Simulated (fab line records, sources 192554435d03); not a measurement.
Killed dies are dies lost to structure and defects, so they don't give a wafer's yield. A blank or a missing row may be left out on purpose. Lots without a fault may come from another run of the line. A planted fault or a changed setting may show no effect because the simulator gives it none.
Chamber matching | flow n5_finfet | N5_HKMG_FIN_ALD_36 on ald_metal-03: 4 sister chambers
The step deposits TiN, target thk 1 nm, pulse time 1 s, purge time 3 s. 14 wafers are shown with their chamber, then 7 later ones without.

WAFERS WITH THEIR CHAMBER
wafer  | chamber | heater_power_w (W) | precursor_pulse_height_rel
L078.1 | 3       | 911                | 1.001
L078.5 | 2       | 1013               | 0.987
L078.6 | 0       | 832                | 0.977
L083.1 | 2       | 1046               | 1.016
L083.4 | 0       | 853                | 1.017
L083.5 | 3       | 922                | 0.986
L084.1 | 3       | 933                | 0.980
L084.3 | 2       | 1034               | 0.984
L084.6 | 1       | 1042               | 0.981
L085.2 | 0       | 841                | 1.000
L085.3 | 2       | 1048               | 0.986
L085.6 | 0       | 851                | 0.987
L086.1 | 1       | 1041               | 0.980
L086.3 | 0       | 862                | 1.010

SIGNATURES (means of the wafers above)
reading                    | chamber 0 | chamber 1 | chamber 2 | chamber 3 | scatter within a chamber
heater_power_w             | 847.80    | 1041.50   | 1035.25   | 922.00    | 12.5
precursor_pulse_height_rel | 0.99820   | 0.98050   | 0.99325   | 0.98900   | 0.0141
Rule: a wafer's distance from a chamber is the root of the sum, over the readings, of the square of ((its reading less the chamber's mean) divided by the reading's scatter). The wafer belongs to the nearest chamber; if the next one is less than 2 further off, it can't be placed. The scatter: the root of (the sum of the squares of (reading less its chamber's mean) over the shown wafers, divided by (wafers less chambers)).

WAFERS WITHOUT THEIR CHAMBER
wafer  | heater_power_w (W) | precursor_pulse_height_rel
L086.4 | 1025               | 1.004
L097.1 | 851                | 1.006
L097.2 | 1060               | 1.005
L097.3 | 1047               | 1.004
L097.4 | 908                | 0.973
L097.5 | 1026               | 0.959
L097.6 | 1073               | 0.997

WHICH CHAMBER EACH WENT THROUGH
wafer  | from the rows above     | in truth
L086.4 | can't be placed: 2 or 1 | 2
L097.1 | 0                       | 0
L097.2 | can't be placed: 2 or 1 | 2
L097.3 | can't be placed: 2 or 1 | 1
L097.4 | 3                       | 3
L097.5 | can't be placed: 1 or 2 | 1
L097.6 | can't be placed: 1 or 2 | 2
Placed correctly: 2 of 7. Can't be placed from these rows: 5 (the true chamber is among the candidates in 5). Placed wrongly: 0.
